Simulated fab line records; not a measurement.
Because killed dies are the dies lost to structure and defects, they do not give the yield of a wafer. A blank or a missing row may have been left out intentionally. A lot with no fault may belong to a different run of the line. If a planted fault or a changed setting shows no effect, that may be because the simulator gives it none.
fab line records -- flow n5Finfet
[record] lots = 14, wafers = 40, lastDay = 17
route steps=1938 shown BEOL_M10@1525 BEOL_M11@1547
lots that met no fault: from a run of the same line without faults
startH: the number of hours between the record's first day and the start of the first shown wafer of the lot -- waitH: hours elapsed since this lot's preceding step -- " the same as in the row above -- L1.1+2: one row covering several wafers at once -- - value missing, or start not given -- * or withheld: withheld -- < > ~ a bound
route shown NAME@n: a module of which the file shows steps, and the number in the route of the first -- usual: mean/standard deviation of fault-free wafers -- same: alike in all rows -- chamber/n: place in a boat -- sites: readings site by site -- _std_site: the values' standard deviation -- _edge_site: the outer-site mean with the inner-site mean subtracted -- radiusMm: for every site, how far away it sits from the centre of the wafer -- mask NAME#n: copy n -- behind: the most recent tool/chamber to have shaped the wafer -- hold: reason for holding the lot/hours on hold/outcome of the hold -- device: names the non-switching transistor (n, p or np) -- end of line: the tests these same wafers got at the end of their route -- a step given without rows: its recipe and nothing more -- killed: count of dies lost to structure and defects at first sort (not the wafer's yield) -- map: a wafer's dies, x killed, . not, _ none there
set.NAME: the setting the step ran with; set.NAME@STEP: the setting that earlier step ran with -- model.NAME: the simulator's own value behind a step, which no gauge read
steps of the route over a sample of lots; a table a step, a row a wafer
services: the hour from which a tool's chamber was out of use, counted from the record's first day as startH (under 0 if before that day), plus the number of hours and why
[[steps]]
[step N5_BEOL_M10_SURFACE_TREAT_76]
[recipe] gas = Ar, timeS = *, ionEnergyEv = *, ionCurrentMaCm2 = 0.5, pressureMtorr = *, arFlowSccm = 30
[usual] pressureMtorr = *, throttleValvePct = *
lot.wafer,tool,chamber,startH,waitH,pressureMtorr,throttleValvePct
L107.1,pvdSputter-02,-,224.77,0.3,*,*
L107.5,pvdSputter-02,-,224.77,0.3,*,*
L110.1,pvdSputter-01,-,246.18,0.2,*,*
L110.5,pvdSputter-01,-,246.18,0.2,*,*
L110.6,pvdSputter-01,-,246.18,0.2,*,*
L111.2,pvdSputter-02,-,252.73,0.5,*,*
L111.4,pvdSputter-02,-,252.73,0.5,*,*
L111.6,pvdSputter-02,-,252.73,0.5,*,*
L112.4,pvdSputter-02,-,266.93,0.1,*,*
L112.5,pvdSputter-02,-,266.93,0.1,*,*
L112.6,pvdSputter-02,-,266.93,0.1,*,*
L115.1,pvdSputter-03,-,269.75,0.2,*,*
L115.3,pvdSputter-03,-,269.75,0.2,*,*
L115.5,pvdSputter-03,-,269.75,0.2,*,*
L113.1,pvdSputter-03,-,271.19,0.5,*,*
L113.2,pvdSputter-03,-,271.19,0.5,*,*
L113.5,pvdSputter-03,-,271.19,0.5,*,*
L114.1,pvdSputter-03,-,276.47,0.3,*,*
L114.3,pvdSputter-03,-,276.47,0.3,*,*
L114.5,pvdSputter-03,-,276.47,0.3,*,*
L117.1,pvdSputter-02,-,282.34,0.2,*,*
L117.4,pvdSputter-02,-,282.34,0.2,*,*
L117.5,pvdSputter-02,-,282.34,0.2,*,*
L116.3,pvdSputter-02,-,290.37,0.2,*,*
L116.4,pvdSputter-02,-,290.37,0.2,*,*
L116.5,pvdSputter-02,-,290.37,0.2,*,*
L118.5,pvdSputter-03,-,300.32,0.1,*,*
L118.6,pvdSputter-03,-,300.32,0.1,*,*
L119.1,pvdSputter-03,-,309.64,0.2,*,*
L119.4,pvdSputter-03,-,309.64,0.2,*,*
L119.5,pvdSputter-03,-,309.64,0.2,*,*
L126.1,pvdSputter-02,-,341.60,0.3,*,*
L126.2,pvdSputter-02,-,341.60,0.3,*,*
L126.4,pvdSputter-02,-,341.60,0.3,*,*
L125.2,pvdSputter-01,-,343.39,1.0,*,*
L125.4,pvdSputter-01,-,343.39,1.0,*,*
L125.5,pvdSputter-01,-,343.39,1.0,*,*
L129.1,pvdSputter-01,-,354.71,0.4,*,*
L129.2,pvdSputter-01,-,354.71,0.4,*,*
L129.6,pvdSputter-01,-,354.71,0.4,*,*
[step N5_BEOL_M11_PEB_09]
[recipe] pebTempC = withheld, pebTimeS = 60, resist = CAR-ArF
[usual] chillPlateTempC = 23.01/0.12, exhaustPa = 45.3/0.93, resistLineTempC = 23.02/0.11
lot.wafer,tool,chamber,startH,waitH,chillPlateTempC,exhaustPa,resistLineTempC
L107.1,lithoTrack-04,0,230.81,0.1,23.21,47.1,22.94
L107.5,lithoTrack-04,0,230.81,0.1,23.33,46.2,22.84
L110.1,lithoTrack-04,0,249.07,0.1,22.94,44.0,23.13
L110.5,lithoTrack-04,0,249.07,0.1,23.07,44.6,23.19
L110.6,lithoTrack-04,0,249.07,0.1,23.01,45.7,23.40
L111.2,lithoTrack-02,0,258.40,0.0,22.93,44.8,23.03
L111.4,lithoTrack-02,0,258.40,0.0,23.07,46.7,22.83
L111.6,lithoTrack-02,0,258.40,0.0,22.99,44.7,22.94
L112.4,lithoTrack-04,0,270.17,0.0,23.01,45.0,23.06
L112.5,lithoTrack-04,0,270.17,0.0,23.00,44.9,22.84
L112.6,lithoTrack-04,0,270.17,0.0,22.99,46.5,22.87
L115.1,lithoTrack-03,0,275.61,0.1,23.26,45.8,23.14
L115.3,lithoTrack-03,0,275.61,0.1,23.09,46.5,22.99
L115.5,lithoTrack-03,0,275.61,0.1,23.21,45.1,22.89
L113.1,lithoTrack-03,0,276.48,0.1,22.96,44.6,22.88
L113.2,lithoTrack-03,0,276.48,0.1,22.83,44.5,22.95
L113.5,lithoTrack-03,0,276.48,0.1,22.82,47.2,22.94
L114.1,lithoTrack-03,0,278.80,0.1,23.13,45.4,22.88
L114.3,lithoTrack-03,0,278.80,0.1,23.16,46.9,22.96
L114.5,lithoTrack-03,0,278.80,0.1,23.13,46.0,22.89
L117.1,lithoTrack-02,0,286.23,0.1,22.91,45.3,23.02
L117.4,lithoTrack-02,0,286.23,0.1,22.82,45.2,23.02
L117.5,lithoTrack-02,0,286.23,0.1,22.86,45.9,22.95
L116.3,lithoTrack-04,0,293.34,0.0,22.86,45.4,23.07
L116.4,lithoTrack-04,0,293.34,0.0,22.96,46.5,23.25
L116.5,lithoTrack-04,0,293.34,0.0,22.89,45.6,22.99
L118.5,lithoTrack-02,0,305.71,0.0,22.91,44.0,23.10
L118.6,lithoTrack-02,0,305.71,0.0,22.98,44.8,23.20
L119.1,lithoTrack-03,0,313.40,0.1,23.10,44.0,23.31
L119.4,lithoTrack-03,0,313.40,0.1,23.11,45.6,23.21
L119.5,lithoTrack-03,0,313.40,0.1,22.97,44.8,23.02
L126.1,lithoTrack-02,-,344.70,0.1,-,-,-
L126.2,lithoTrack-02,-,344.70,0.1,-,-,-
L126.4,lithoTrack-02,-,344.70,0.1,-,-,-
L125.2,lithoTrack-04,-,347.00,0.0,-,-,-
L125.4,lithoTrack-04,-,347.00,0.0,-,-,-
L125.5,lithoTrack-04,-,347.00,0.0,-,-,-
L129.1,lithoTrack-02,0,359.92,0.1,23.12,44.6,23.09
L129.2,lithoTrack-02,0,359.92,0.1,23.11,43.2,22.96
L129.6,lithoTrack-02,0,359.92,0.1,23.17,43.2,22.94
[step N5_BEOL_M11_OVL_MEAS_12]
[recipe] pointsPerWafer = 44
[usual] M11_OVL = -0.2/0.7
lot.wafer,tool,chamber,startH,waitH,M11_OVL[nm]
L107.1,overlay-01,0,230.92,0.0,-0.7
L107.5,overlay-01,0,230.92,0.0,-1.1
L110.1,overlay-01,0,249.17,0.0,-0.7
L110.5,overlay-01,0,249.17,0.0,0.1
L110.6,overlay-01,0,249.17,0.0,0.0
L111.2,overlay-01,0,258.50,0.0,-1.3
L111.4,overlay-01,0,258.50,0.0,0.1
L111.6,overlay-01,0,258.50,0.0,-0.9
L112.4,overlay-01,0,270.26,0.0,1.7
L112.5,overlay-01,0,270.26,0.0,-0.1
L112.6,overlay-01,0,270.26,0.0,1.0
L115.1,overlay-02,0,275.70,0.0,-0.6
L115.3,overlay-02,0,275.70,0.0,-0.4
L115.5,overlay-02,0,275.70,0.0,-0.3
L113.1,overlay-01,0,276.58,0.0,0.7
L113.2,overlay-01,0,276.58,0.0,1.2
L113.5,overlay-01,0,276.58,0.0,0.8
L114.1,overlay-02,0,278.90,0.0,0.0
L114.3,overlay-02,0,278.90,0.0,0.3
L114.5,overlay-02,0,278.90,0.0,-1.3
L117.1,overlay-01,0,286.33,0.0,0.4
L117.4,overlay-01,0,286.33,0.0,0.9
L117.5,overlay-01,0,286.33,0.0,0.5
L116.3,overlay-02,0,293.43,0.0,0.5
L116.4,overlay-02,0,293.43,0.0,0.4
L116.5,overlay-02,0,293.43,0.0,-0.6
L118.5,overlay-01,0,305.80,0.0,0.5
L118.6,overlay-01,0,305.80,0.0,0.3
L119.1,overlay-02,0,313.50,0.0,-0.9
L119.4,overlay-02,0,313.50,0.0,0.0
L119.5,overlay-02,0,313.50,0.0,-0.9
L126.1,overlay-02,0,344.80,0.0,-
L126.2,overlay-02,0,344.80,0.0,-
L126.4,overlay-02,0,344.80,0.0,-
L125.2,overlay-02,0,347.10,0.0,-
L125.4,overlay-02,0,347.10,0.0,-
L125.5,overlay-02,0,347.10,0.0,-
L129.1,overlay-02,0,360.05,0.1,-0.4
L129.2,overlay-02,0,360.05,0.1,-0.5
L129.6,overlay-02,0,360.05,0.1,-0.3
[step N5_BEOL_M11_ETCH_62]
[recipe] chemistry = N2/H2, target = SOC, targetDepthA = 1100, overetchA = 220, maskMaterial = SiARC, tempC = 40, timeS = 165, ionEnergyEv = 200, pressureMtorr = 30, sourceW = 840, biasW = 150, n2FlowSccm = 200, h2FlowSccm = 200
[usual] drypumpMotorCurrentA = 5.8/0.5, oesProductAu = 0.66/0.055, rfVppV = 523.4/1.9, showerheadPlenumPTorr = 2.53/0.052, throttleValvePct = 17.78/0.26
lot.wafer,tool,chamber,startH,waitH,drypumpMotorCurrentA,oesProductAu,rfHoursCounterH,rfVppV,showerheadPlenumPTorr,throttleValvePct
L107.1,rieDiel-05,1,231.06,0.0,5.7,0.62,178,525.2,2.61,17.59
L107.5,rieDiel-05,0,231.06,0.0,5.8,0.60,-,521.8,2.50,17.95
L110.1,rieDiel-03,2,249.38,0.0,5.7,0.60,246,525.7,2.60,17.85
L110.5,rieDiel-03,3,249.38,0.0,6.6,0.67,-,524.2,2.56,17.71
L110.6,rieDiel-03,2,249.38,0.0,5.8,0.59,-,523.9,2.60,17.87
L111.2,rieDiel-05,3,258.64,0.0,6.4,0.67,107,520.5,2.47,18.18
L111.4,rieDiel-05,0,258.64,0.0,5.9,0.60,247,521.5,2.50,17.98
L111.6,rieDiel-05,0,258.64,0.0,5.9,0.59,-,523.1,2.50,17.97
L112.4,rieDiel-02,1,270.41,0.0,5.7,0.65,117,521.8,2.45,17.83
L112.5,rieDiel-02,0,270.41,0.0,5.4,0.73,-,522.3,2.50,17.49
L112.6,rieDiel-02,3,270.41,0.0,5.4,0.62,-,524.5,2.55,18.26
L115.1,rieDiel-03,3,275.85,0.0,6.7,0.66,117,525.0,2.56,17.71
L115.3,rieDiel-03,0,275.85,0.0,5.3,0.67,107,521.1,2.46,17.83
L115.5,rieDiel-03,3,275.85,0.0,6.7,0.66,-,523.4,2.56,17.71
L113.1,rieDiel-05,1,276.87,0.0,5.7,0.61,194,527.4,2.60,17.60
L113.2,rieDiel-05,3,276.87,0.0,6.4,0.67,114,521.6,2.47,18.21
L113.5,rieDiel-05,1,276.87,0.0,5.7,0.61,-,525.5,2.60,17.60
L114.1,rieDiel-03,1,279.04,0.0,4.8,0.71,47,524.9,2.60,17.67
L114.3,rieDiel-03,0,279.04,0.0,5.3,0.68,109,521.6,2.46,17.85
L114.5,rieDiel-03,3,279.04,0.0,6.7,0.66,-,522.6,2.56,17.71
L117.1,rieDiel-02,1,286.47,0.0,5.7,0.66,120,522.0,2.44,17.81
L117.4,rieDiel-02,3,286.47,0.0,5.4,0.61,193,523.1,2.55,18.29
L117.5,rieDiel-02,2,286.47,0.0,6.5,0.59,-,522.8,2.51,17.89
L116.3,rieDiel-02,2,293.98,0.0,6.4,0.59,195,522.2,2.51,17.90
L116.4,rieDiel-02,1,293.98,0.0,5.7,0.66,123,521.6,2.44,17.83
L116.5,rieDiel-02,3,293.98,0.0,5.4,0.61,-,522.9,2.55,18.29
L118.5,rieDiel-03,0,306.23,0.1,5.3,0.68,-,522.2,2.46,17.87
L118.6,rieDiel-03,3,306.23,0.1,6.6,0.65,-,523.4,2.55,17.73
L119.1,rieDiel-03,2,313.68,0.0,5.7,0.79,9,525.5,2.59,17.42
L119.4,rieDiel-03,2,313.68,0.0,5.7,0.79,-,526.1,2.59,17.43
L119.5,rieDiel-03,3,313.68,0.0,6.7,0.65,-,523.8,2.55,17.73
L126.1,rieDiel-03,3,345.02,0.0,6.7,0.65,133,523.4,2.55,17.74
L126.2,rieDiel-03,2,345.02,0.0,5.7,0.76,20,524.3,2.59,17.46
L126.4,rieDiel-03,1,345.02,0.0,4.8,0.70,68,524.8,2.59,17.71
L125.2,rieDiel-03,0,347.24,0.0,5.3,0.66,134,520.6,2.45,17.88
L125.4,rieDiel-03,3,347.24,0.0,6.6,0.65,134,523.0,2.55,17.74
L125.5,rieDiel-03,2,347.24,0.0,5.7,0.75,-,525.8,2.59,17.45
L129.1,rieDiel-03,2,360.19,0.0,5.7,0.75,25,524.5,2.59,17.45
L129.2,rieDiel-03,0,360.19,0.0,5.3,0.65,138,520.6,2.45,17.90
L129.6,rieDiel-03,3,360.19,0.0,6.6,0.65,-,525.3,2.55,17.74
[[services]]
tool,chamber,startH,hours,kind
rieDiel-02,-,249.58,2.8,pm
rieDiel-03,2,261.75,-,clean
rieDiel-03,2,261.75,-,consumableReplace:focusRing
rieDiel-03,2,261.75,24.2,scheduledDown
rieDiel-03,2,261.75,24.2,ventCycle
rieDiel-05,0,269.66,-,clean
rieDiel-05,0,269.66,-,consumableReplace:focusRing
rieDiel-05,0,269.66,24.8,scheduledDown
rieDiel-05,0,269.66,24.8,ventCycle
pvdSputter-01,-,346.24,2.4,repair
rieDiel-05,2,348.81,20.3,repair
[[key]]
[firstSign] step = N5_BEOL_M11_PEB_09, reading = toolRecord, direction = missing
effect none on later readings
metAt N5_BEOL_M11_PEB_09
struckLots L125,L126
laterRowsLeftOut L125.2,L125.4,L125.5,L126.1,L126.2,L126.4
sortLeftOut L125.2,L125.4,L125.5,L126.1,L126.2,L126.4
notActingAt N5_BEOL_M10_SURFACE_TREAT_76,N5_BEOL_M11_OVL_MEAS_12,N5_BEOL_M11_ETCH_62
onsetBetween 305.71 344.70
[fault] kind = skippedStepWhole, tool = lithoTrack-02,lithoTrack-04, chamber = -, onsetH = 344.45, steps = N5_BEOL_M11_PEB_09, scope = struckLotsOnly
// sortLeftOut: the simulated sort isn't trusted on such a fault, so these wafers' sort isn't shown, and their yield isn't known
// laterRowsLeftOut: the simulator's readings of these wafers behind a module that went badly wrong aren't trusted and aren't shown, but for the sort
